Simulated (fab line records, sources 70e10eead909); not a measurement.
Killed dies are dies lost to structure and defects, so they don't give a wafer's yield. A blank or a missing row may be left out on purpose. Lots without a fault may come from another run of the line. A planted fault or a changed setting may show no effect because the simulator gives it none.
fab line records | flow nand_harc
record lots=24 wafers=72 last_day=34
route steps=1302 shown A_CONTACT@1091 A_BLC@1119
lots that met no fault: from a run of the same line without faults
start_h: hours from the record's first day to the start of the lot's first wafer shown | wait_h: hours since the lot's step before | " the same as in the row above | L1.1+2: a row that stands for several wafers | - no value, or no start given | * or withheld: withheld | < > ~ a bound
route shown NAME@n: a module of which the file shows steps, and the number in the route of the first | usual: mean/standard deviation of fault-free wafers | same: alike in all rows | chamber/n: place in a boat | sites: the reading at each site | _std_site: their standard deviation | _edge_site: outer sites' mean less inner sites' | radius_mm: how far each site lies from the wafer's centre | mask NAME#n: copy n | behind: the tool/chamber that last shaped the wafer | hold: why the lot was held/for how many hours/how that ended | device: the transistor (n, p or np) that didn't switch | end of line: the same wafers' tests at the end of the route | a step without rows: its recipe alone | killed: dies lost to structure and defects at the first sort, not the wafer's yield | map: a wafer's dies, x killed, . not, _ none there
set.NAME: the setting as run; set.NAME@STEP: as run at that earlier step | model.NAME: the simulator's own value behind a step, which no gauge read
steps of the route over a sample of lots; a table a step, a row a wafer
services: from which hour (start_h, from the record's first day; less than 0 if before it) a tool's chamber was out of use, for how many hours, and why
## steps
# step NHARC_A_CONTACT_ETCH_139
# recipe source_w=withheld pressure_mtorr=20 bias_v=400 time_s=195 target_depth_a=8400 ar_flow_sccm=withheld c4f8_flow_sccm=11.5 o2_flow_sccm=7.2 chemistry=C4F8/O2/Ar
# usual oes_air_line_au=1.003/0.019
# columns lot.wafer tool chamber start_h wait_h oes_air_line_au rf_hours_counter_h
L074.1 har_cap_etch-02 0 508.63 0.2 1.005 86
L074.6 " 1 " " 1.011 -
L074.5 " 0 " " 1.029 -
L075.2 har_cap_etch-03 0 524.34 0.2 1.011 44
L075.1 " 1 " " 1.034 44
L075.6 " 0 " " 1.001 -
L076.2 har_cap_etch-02 1 533.11 0.2 1.018 91
L076.4 " 0 " " 1.015 -
L076.5 " 0 " " 0.961 -
L077.1 har_cap_etch-01 0 547.90 0.3 1.000 7
L077.3 " 0 " " 1.022 -
L077.6 " 1 " " 0.976 -
L078.3 har_cap_etch-03 0 549.30 0.2 0.979 -
L078.4 " 1 " " 1.011 -
L078.6 " 0 " " 0.976 -
L080.4 har_cap_etch-03 0 564.23 0.2 1.002 -
L080.3 " 1 " " 1.033 -
L080.5 " 0 " " 0.986 -
L079.2 har_cap_etch-01 1 575.70 0.2 0.986 11
L079.4 " 0 " " 1.022 -
L079.6 " 0 " " 1.001 -
L081.1 har_cap_etch-01 1 598.01 0.2 0.983 14
L081.2 " 0 " " 1.022 14
L081.6 " 1 " " 0.990 -
L082.1 har_cap_etch-01 1 603.15 0.2 1.006 15
L082.2 " 0 " " 1.011 15
L082.6 " 1 " " 0.995 -
L083.4 har_cap_etch-01 0 610.26 0.2 0.992 -
L083.3 " 1 " " 1.023 -
L083.5 " 0 " " 1.006 -
L084.2 har_cap_etch-02 1 622.05 0.2 1.008 107
L084.3 " 0 " " 1.029 -
L084.5 " 0 " " 0.995 -
L085.2 har_cap_etch-01 1 626.64 0.2 1.000 20
L085.5 " 1 " " 1.010 -
L085.6 " 0 " " 1.024 -
L086.3 har_cap_etch-01 1 633.74 0.3 1.010 -
L086.4 " 0 " " 0.997 -
L086.5 " 1 " " 0.976 -
L088.2 har_cap_etch-02 0 648.52 0.2 0.999 115
L088.3 " 1 " " 0.983 -
L088.5 " 0 " " 1.020 -
L087.1 har_cap_etch-01 0 650.68 0.2 1.010 26
L087.2 " 1 " " 1.009 26
L087.5 " 0 " " 1.014 -
L089.2 har_cap_etch-01 1 655.63 0.2 0.997 28
L089.4 " 0 " " 0.994 -
L089.6 " 1 " " 1.031 -
L091.2 har_cap_etch-03 0 663.84 0.2 1.010 72
L091.1 " 1 " " 1.010 72
L091.5 " 0 " " 0.995 -
L090.1 har_cap_etch-02 1 664.91 0.3 1.029 118
L090.3 " 0 " " 1.010 -
L090.6 " 1 " " 1.032 -
L092.1 har_cap_etch-02 0 699.44 0.2 1.008 122
L092.3 " 1 " " 0.969 -
L092.6 " 1 " " 0.985 -
L093.1 har_cap_etch-03 1 700.84 0.2 1.043 78
L093.3 " 1 " " 1.033 -
L093.6 " 0 " " 0.982 -
L094.1 har_cap_etch-03 0 711.21 0.2 1.016 79
L094.4 " 0 " " 1.014 -
L094.5 " 1 " " 1.010 -
L095.1 har_cap_etch-01 0 713.90 0.2 1.003 37
L095.3 " 0 " " 0.990 -
L095.6 " 0 " " 0.988 -
L096.2 har_cap_etch-01 0 740.13 0.2 1.006 41
L096.4 " 1 " " 1.007 -
L096.6 " 0 " " 0.951 -
L097.1 har_cap_etch-01 0 751.43 0.2 0.989 42
L097.3 " 0 " " 0.980 -
L097.5 " 1 " " 1.014 -
# step NHARC_A_CONTACT_CMP_20
# recipe t_overpolish_s=30 target_thk_nm=300
# usual motor_current_A=12.3/1.3 overpolish_run_s=30.001/0.0086 time_to_endpoint_s=60/4.1
# columns lot.wafer tool chamber start_h wait_h motor_current_A overpolish_run_s time_to_endpoint_s
L074.1 cmp-01 2 511.46 0.7 10.8 29.998 61
L074.5 " 3 " " 13.4 29.995 61
L074.6 " 0 " " 11.2 29.989 67
L075.1 cmp-01 2 527.20 0.7 11.0 29.982 60
L075.2 " 3 " " 13.2 29.994 60
L075.6 " 1 " " 11.9 29.987 55
L076.4 cmp-03 3 535.91 0.4 11.6 30.000 54
L076.2 " 2 " " 10.0 30.006 64
L076.5 " 0 " " 10.9 29.992 57
L077.3 cmp-02 1 550.74 0.5 14.7 30.014 59
L077.1 " 0 " " 12.5 30.009 64
L077.6 " 1 " " 14.2 30.003 62
L078.4 cmp-01 3 552.24 0.4 12.6 30.001 61
L078.3 " 1 " " 12.0 30.019 57
L078.6 " 2 " " 10.8 30.003 62
L080.4 cmp-03 2 566.97 0.5 9.7 29.994 67
L080.3 " 3 " " 11.2 29.990 58
L080.5 " 2 " " 9.9 30.006 67
L079.2 cmp-01 3 578.49 0.8 13.5 30.009 65
L079.4 " 0 " " 11.7 30.010 66
L079.6 " 2 " " 11.0 29.989 65
L081.2 cmp-01 1 601.08 0.7 11.4 30.002 58
L081.1 " 2 " " 11.3 30.002 64
L081.6 " 0 " " 11.4 29.994 62
L082.2 cmp-02 3 606.07 0.8 12.9 30.004 57
L082.1 " 1 " " 14.5 30.005 57
L082.6 " 2 " " 13.7 29.994 56
L083.4 cmp-03 1 612.98 0.5 12.2 30.005 51
L083.3 " 0 " " 10.8 29.998 61
L083.5 " 2 " " 9.7 30.000 65
L084.2 cmp-01 2 625.03 0.8 11.3 29.984 61
L084.3 " 1 " " 12.1 30.000 53
L084.5 " 2 " " 11.9 29.995 61
L085.2 cmp-01 3 629.67 0.8 13.3 30.002 65
L085.6 " 3 " " 13.8 30.009 60
L085.5 " 0 " " 11.3 29.998 65
L086.3 cmp-02 1 636.51 0.5 14.5 30.001 63
L086.4 " 2 " " 13.7 29.995 61
L086.5 " 2 " " 13.9 30.001 60
L088.2 cmp-03 0 652.11 1.2 11.0 29.996 55
L088.3 " 2 " " 9.4 29.995 63
L088.5 " 0 " " 10.5 30.003 52
L087.1 cmp-02 0 653.91 0.8 12.2 30.013 69
L087.2 " 3 " " 13.1 30.002 63
L087.5 " 1 " " 14.0 30.008 63
L089.2 cmp-02 0 659.05 0.8 11.7 30.006 66
L089.4 " 1 " " 14.2 29.997 60
L089.6 " 3 " " 13.6 30.009 63
L091.2 cmp-01 2 666.66 0.6 12.0 30.007 60
L091.1 " 0 " " 11.1 30.008 58
L091.5 " 3 " " 13.0 30.007 59
L090.3 cmp-02 2 667.84 0.5 14.3 29.989 56
L090.1 " 0 " " 12.5 29.991 61
L090.6 " 1 " " 14.1 29.985 58
L092.1 cmp-03 1 702.36 0.6 11.8 30.006 51
L092.3 " 3 " " 11.8 29.996 56
L092.6 " 2 " " 9.7 29.993 66
L093.3 cmp-01 3 703.76 0.4 13.3 29.997 62
L093.1 " 1 " " 12.2 29.986 57
L093.6 " 3 " " 13.6 30.017 64
L094.4 cmp-02 3 714.02 0.4 13.3 30.010 60
L094.1 " 1 " " 13.9 30.007 60
L094.5 " 3 " " 13.3 30.007 61
L095.1 cmp-02 3 716.70 0.7 13.2 30.000 61
L095.3 " 0 " " 12.7 29.991 64
L095.6 " 1 " " 13.3 30.012 59
L096.2 cmp-01 3 742.88 0.8 13.4 30.001 60
L096.4 " 2 " " 11.2 29.991 63
L096.6 " 3 " " 13.6 30.001 62
L097.3 cmp-01 0 754.18 0.5 11.6 29.986 64
L097.1 " 3 " " 13.2 30.002 60
L097.5 " 0 " " 11.6 30.008 63
# step NHARC_A_BLC_INSPECT_12
# usual raw_defect_count=82/37
# columns lot.wafer tool chamber start_h wait_h raw_defect_count
L074.1 defect_inspect-02 - 512.42 0.0 98
L074.5 " - " " 99
L074.6 " - " " 100
L075.1 defect_inspect-02 - 528.21 0.0 70
L075.2 " - " " 68
L075.6 " - " " 62
L076.2 defect_inspect-02 - 536.95 0.0 57
L076.4 " - " " 37
L076.5 " - " " 56
L077.1 defect_inspect-01 - 551.80 0.0 139
L077.3 " - " " 136
L077.6 " - " " 139
L078.3 defect_inspect-01 - 553.13 0.0 65
L078.4 " - " " 64
L078.6 " - " " 75
L080.3 defect_inspect-01 - 567.97 0.0 147
L080.4 " - " " 165
L080.5 " - " " 140
L079.2 defect_inspect-02 - 579.37 0.0 67
L079.4 " - " " 60
L079.6 " - " " 57
L081.1 defect_inspect-01 - 602.10 0.0 117
L081.2 " - " " 115
L081.6 " - " " 91
L082.1 defect_inspect-02 - 607.10 0.0 34
L082.2 " - " " 42
L082.6 " - " " 46
L083.3 defect_inspect-01 - 614.02 0.0 135
L083.4 " - " " 139
L083.5 " - " " 138
L084.2 defect_inspect-02 - 626.07 0.0 115
L084.3 " - " " 134
L084.5 " - " " 113
L085.2 defect_inspect-02 - 630.59 0.0 44
L085.5 " - " " 33
L085.6 " - " " 39
L086.3 defect_inspect-02 - 637.55 0.0 73
L086.4 " - " " 78
L086.5 " - " " 68
L088.2 defect_inspect-01 - 653.12 0.0 98
L088.3 " - " " 100
L088.5 " - " " 109
L087.1 defect_inspect-01 - 654.82 0.0 27
L087.2 " - " " 29
L087.5 " - " " 19
L089.2 defect_inspect-02 - 660.05 0.0 111
L089.4 " - " " 106
L089.6 " - " " 95
L091.1 defect_inspect-01 - 667.69 0.0 67
L091.2 " - " " 74
L091.5 " - " " 83
L090.1 defect_inspect-02 - 668.73 0.0 60
L090.3 " - " " 68
L090.6 " - " " 59
L092.1 defect_inspect-01 - 703.27 0.0 115
L092.3 " - " " 95
L092.6 " - " " 105
L093.1 defect_inspect-02 - 704.77 0.0 31
L093.3 " - " " 33
L093.6 " - " " 34
L094.1 defect_inspect-02 - 715.04 0.0 66
L094.4 " - " " 75
L094.5 " - " " 70
L095.1 defect_inspect-02 - 717.55 0.0 69
L095.3 " - " " 87
L095.6 " - " " 80
L096.2 defect_inspect-02 - 743.92 0.0 23
L096.4 " - " " 29
L096.6 " - " " 28
L097.1 defect_inspect-01 - 755.25 0.0 123
L097.3 " - " " 151
L097.5 " - " " 134
# step NHARC_A_BLC_ETCH_18
# recipe target_depth_a=9100 c4f8_flow_sccm=20 o2_flow_sccm=10 ar_flow_sccm=withheld rf_w=600 bias_w=1500 chemistry=C4F8/O2/Ar
# usual oes_product_au=0.951/0.025 rf_vpp_V=975/4.9
# columns lot.wafer tool chamber start_h wait_h oes_product_au rf_hours_counter_h rf_vpp_V
L074.1 rie_diel-05 0 - - 0.962 9 984
L074.6 " 2 " " 0.976 - 971
L074.5 " 3 " " 0.977 - 980
L075.2 rie_diel-10 1 - - 0.923 6 969
L075.1 " 3 " " 0.919 7 972
L075.6 " 0 " " 0.941 - 977
L076.4 rie_diel-10 3 - - 0.961 8 973
L076.2 " 0 " " 0.975 8 976
L076.5 " 2 " " 0.971 - 976
L077.3 rie_diel-05 0 - - 0.920 11 982
L077.1 " 3 " " 0.935 12 980
L077.6 " 1 " " 0.946 - 971
L078.4 rie_diel-05 0 - - 0.964 12 984
L078.3 " 1 " " 1.012 12 972
L078.6 " 3 " " 0.977 - 981
L080.4 rie_diel-10 3 - - 0.960 10 973
L080.3 " 0 " " 0.982 10 976
L080.5 " 3 " " 0.963 - 972
L079.2 rie_diel-03 2 - - 0.909 41 990
L079.4 " 3 " " 0.940 36 975
L079.6 " 2 " " 0.921 - 988
L081.2 rie_diel-05 1 - - 1.013 1 971
L081.1 " 2 " " 0.976 1 973
L081.6 " 0 " " 0.974 - 983
L082.1 rie_diel-05 0 - - 0.972 2 981
L082.2 " 2 " " 0.974 2 970
L082.6 " 1 " " 0.995 - 971
L083.4 rie_diel-10 2 - - 1.005 0 976
L083.3 " 3 " " 0.975 1 971
L083.5 " 1 " " 0.978 - 969
L084.2 rie_diel-05 0 - - 0.948 3 983
L084.3 " 1 " " 0.986 3 972
L084.5 " 2 " " 0.985 - 971
L085.2 rie_diel-10 3 - - 0.920 1 972
L085.6 " 1 " " 0.948 - 969
L085.5 " 2 " " 0.933 - 977
L086.3 rie_diel-05 0 - - 0.949 4 982
L086.4 " 3 " " 0.964 5 980
L086.5 " 1 " " 0.970 - 970
L088.3 rie_diel-10 2 - - 0.983 3 975
L088.2 " 1 " " 0.968 3 969
L088.5 " 3 " " 0.957 - 973
L087.2 rie_diel-10 1 - - 0.926 3 967
L087.1 " 3 " " 0.916 3 971
L087.5 " 2 " " 0.933 - 975
L089.4 rie_diel-10 1 - - 0.973 4 970
L089.2 " 3 " " 0.958 4 972
L089.6 " 1 " " 0.962 - 969
L091.1 rie_diel-05 3 - - 0.918 7 979
L091.2 " 0 " " 0.909 8 984
L091.5 " 3 " " 0.904 - 980
L090.1 rie_diel-10 1 - - 0.987 5 968
L090.3 " 3 " " 0.944 5 972
L090.6 " 0 " " 0.965 - 976
L092.1 rie_diel-05 0 - - 0.906 10 984
L092.3 " 3 " " 0.927 10 982
L092.6 " 0 " " 0.917 - 984
L093.1 rie_diel-05 1 - - 0.966 10 971
L093.3 " 3 " " 0.961 10 981
L093.6 " 3 " " 0.963 - 981
L094.1 rie_diel-10 3 - - 0.922 7 972
L094.5 " 2 " " 0.948 - 975
L094.4 " 0 " " 0.916 - 975
L095.1 rie_diel-05 0 - - 0.915 12 983
L095.3 " 3 " " 0.933 11 980
L095.6 " 0 " " 0.918 - 983
L096.4 rie_diel-10 2 - - 0.933 9 977
L096.2 " 3 " " 0.918 9 972
L096.6 " 3 " " 0.928 - 971
L097.1 rie_diel-10 2 - - 0.919 10 977
L097.3 " 1 " " 0.932 9 969
L097.5 " 2 " " 0.921 - 975
# step NHARC_A_BLC_DEGAS_30
# recipe temp_c=300 time_s=60
# usual heater_power_w=467/62
# columns lot.wafer tool chamber start_h wait_h heater_power_w
L074.1 pvd_sputter-03 - 514.21 - 452
L074.6 " - " " 495
L074.5 " - " " 454
L075.2 pvd_sputter-01 - 529.84 - 554
L075.1 " - " " 368
L075.6 " - " " 573
L076.2 pvd_sputter-01 - 538.57 - 566
L076.4 " - " " 519
L076.5 " - " " 574
L077.1 pvd_sputter-03 - 553.43 - 499
L077.3 " - " " 423
L077.6 " - " " 430
L078.3 pvd_sputter-01 - 554.80 - 363
L078.4 " - " " 510
L078.6 " - " " 566
L080.3 pvd_sputter-02 - 569.62 - 537
L080.4 " - " " 445
L080.5 " - " " 445
L079.2 pvd_sputter-02 - 581.00 - 394
L079.4 " - " " 514
L079.6 " - " " 401
L081.2 pvd_sputter-02 - 603.72 - 527
L081.1 " - " " 385
L081.6 " - " " 446
L082.1 pvd_sputter-03 - 608.74 - 507
L082.2 " - " " 445
L082.6 " - " " 467
L083.4 pvd_sputter-01 - 615.66 - 615
L083.3 " - " " 522
L083.5 " - " " 387
L084.3 pvd_sputter-03 - 627.72 - 507
L084.2 " - " " 431
L084.5 " - " " 413
L085.2 pvd_sputter-03 - 632.22 - 498
L085.6 " - " " 502
L085.5 " - " " 434
L086.3 pvd_sputter-01 - 639.18 - 389
L086.4 " - " " 596
L086.5 " - " " 486
L088.2 pvd_sputter-01 - 655.01 - 471
L088.3 " - " " 386
L088.5 " - " " 519
L087.1 pvd_sputter-02 - 656.46 - 551
L087.2 " - " " 377
L087.5 " - " " 437
L089.4 pvd_sputter-02 - 661.70 - 451
L089.2 " - " " 385
L089.6 " - " " 436
L091.2 pvd_sputter-01 - 669.32 - 389
L091.1 " - " " 609
L091.5 " - " " 596
L090.3 pvd_sputter-01 - 670.44 - 520
L090.1 " - " " 389
L090.6 " - " " 530
L092.3 pvd_sputter-02 - 705.18 - 382
L092.1 " - " " 427
L092.6 " - " " 445
L093.1 pvd_sputter-01 - 706.67 - 468
L093.3 " - " " 605
L093.6 " - " " 476
L094.1 pvd_sputter-02 - 716.90 - 438
L094.4 " - " " 533
L094.5 " - " " 384
L095.1 pvd_sputter-02 - 719.23 - 541
L095.3 " - " " 437
L095.6 " - " " 537
L096.2 pvd_sputter-03 - 745.59 - 475
L096.4 " - " " 468
L096.6 " - " " 475
L097.3 pvd_sputter-02 - 756.90 - 433
L097.1 " - " " 523
L097.5 " - " " 379
# step NHARC_A_BLC_ALD_23
# recipe target_thk_a=30 pulse_time_s=1 ald_cycles=150 temp_c=450 material=TiN
# usual heater_power_w=1105/110 precursor_pulse_height_rel=1.002/0.02
# same ald_cycles=150 pulse_time_s=1
# columns lot.wafer tool chamber start_h wait_h heater_power_w precursor_pulse_height_rel
L074.1 ald_metal-02 3 514.47 - 986 0.992
L074.5 " 2 " " 1039 0.992
L074.6 " 3 " " 989 1.032
L075.1 ald_metal-02 3 530.12 - 969 0.965
L075.2 " 0 " " 1086 0.988
L075.6 " 2 " " 1027 1.016
L076.4 ald_metal-02 0 538.81 - 1102 0.992
L076.2 " 3 " " 972 1.039
L076.5 " 0 " " 1092 0.976
L077.1 ald_metal-02 0 553.67 - 1093 0.996
L077.3 " 2 " " 1037 1.034
L077.6 " 0 " " 1110 1.026
L078.4 ald_metal-03 2 555.06 - 1070 1.009
L078.3 " 0 " " 960 1.012
L078.6 " 2 " " 1063 0.991
L080.3 ald_metal-04 0 569.85 - 1044 0.994
L080.4 " 3 " " 1453 0.993
L080.5 " 1 " " 1118 0.992
L079.4 ald_metal-04 2 581.25 - 1050 1.012
L079.2 " 0 " " 1078 1.006
L079.6 " 2 " " 1050 1.006
L081.2 ald_metal-02 0 603.97 - 1115 0.986
L081.1 " 1 " " 1163 1.024
L081.6 " 0 " " 1119 0.999
L082.2 ald_metal-02 1 609.00 - 1182 0.990
L082.1 " 2 " " 1051 0.991
L082.6 " 2 " " 1025 1.029
L083.4 ald_metal-03 0 615.91 - 924 1.003
L083.3 " 1 " " 1147 1.008
L083.5 " 3 " " 1082 1.019
L084.3 ald_metal-03 1 627.95 - 1154 1.020
L084.2 " 0 " " 903 1.022
L084.5 " 1 " " 1166 1.013
L085.2 ald_metal-04 3 632.48 - 1432 1.021
L085.5 " 2 " " 1038 0.989
L085.6 " 3 " " 1451 1.005
L086.4 ald_metal-04 3 639.44 - 1462 0.978
L086.3 " 0 " " 1079 1.005
L086.5 " 3 " " 1399 1.024
L088.3 ald_metal-02 1 655.24 - 1174 0.976
L088.2 " 2 " " 1028 0.992
L088.5 " 2 " " 999 1.047
L087.2 ald_metal-03 2 656.73 - 1094 0.987
L087.1 " 0 " " 913 0.998
L087.5 " 2 " " 1122 0.975
L089.2 ald_metal-02 2 661.94 - 1039 0.978
L089.4 " 3 " " 982 1.011
L089.6 " 2 " " 1016 0.996
L091.1 ald_metal-02 1 669.56 - 1124 0.981
L091.2 " 2 " " 1004 0.989
L091.5 " 2 " " 1047 0.994
L090.1 ald_metal-04 1 670.69 - 1204 1.018
L090.3 " 2 " " 1040 0.990
L090.6 " 1 " " 1171 1.010
L092.1 ald_metal-04 1 705.43 - 1209 1.033
L092.3 " 3 " " 1425 0.987
L092.6 " 0 " " 1089 1.046
L093.3 ald_metal-02 1 706.95 - 1142 1.022
L093.1 " 2 " " 1001 1.001
L093.6 " 3 " " 1005 1.024
L094.1 ald_metal-03 3 717.14 - 1093 1.038
L094.4 " 0 " " 945 1.007
L094.5 " 0 " " 912 1.022
L095.3 ald_metal-02 2 719.48 - 991 0.985
L095.1 " 0 " " 1139 1.009
L095.6 " 2 " " 994 0.999
L096.4 ald_metal-03 2 745.85 - 1135 1.026
L096.2 " 3 " " 1064 0.971
L096.6 " 1 " " 1198 0.995
L097.3 ald_metal-03 2 757.15 - 1118 0.978
L097.1 " 0 " " 933 0.997
L097.5 " 1 " " 1155 1.008
## services
# columns tool chamber start_h hours kind
ald_metal-02 0 491.29 6.3 repair
har_cap_etch-01 - 497.00 17.0 pm
cmp-01 - 533.28 4.0 pm
rie_diel-05 0 582.41 9.3 repair
rie_diel-05 - 583.67 9.0 pm
cmp-01 - 588.37 0.3 repair
rie_diel-10 - 596.56 9.0 pm
ald_metal-02 3 600.35 15.8 repair
ald_metal-02 - 610.00 10.0 pm
cmp-01 - 614.30 0.9 repair
cmp-01 - 631.28 4.0 pm
har_cap_etch-01 - 637.38 0.2 repair
ald_metal-02 0 643.47 4.2 repair
ald_metal-02 0 648.79 1.5 repair
cmp-01 - 657.81 4.5 repair
har_cap_etch-01 - 658.40 0.5 repair
rie_diel-05 - 664.53 0.2 repair
har_cap_etch-01 - 664.87 0.3 repair
rie_diel-10 - 669.69 1.9 repair
cmp-01 - 674.38 1.5 repair
rie_diel-05 2 702.77 3.5 repair
rie_diel-10 - 710.05 0.3 repair
rie_diel-10 1 714.39 5.4 repair
cmp-01 - 719.82 2.1 repair
## key
fault none
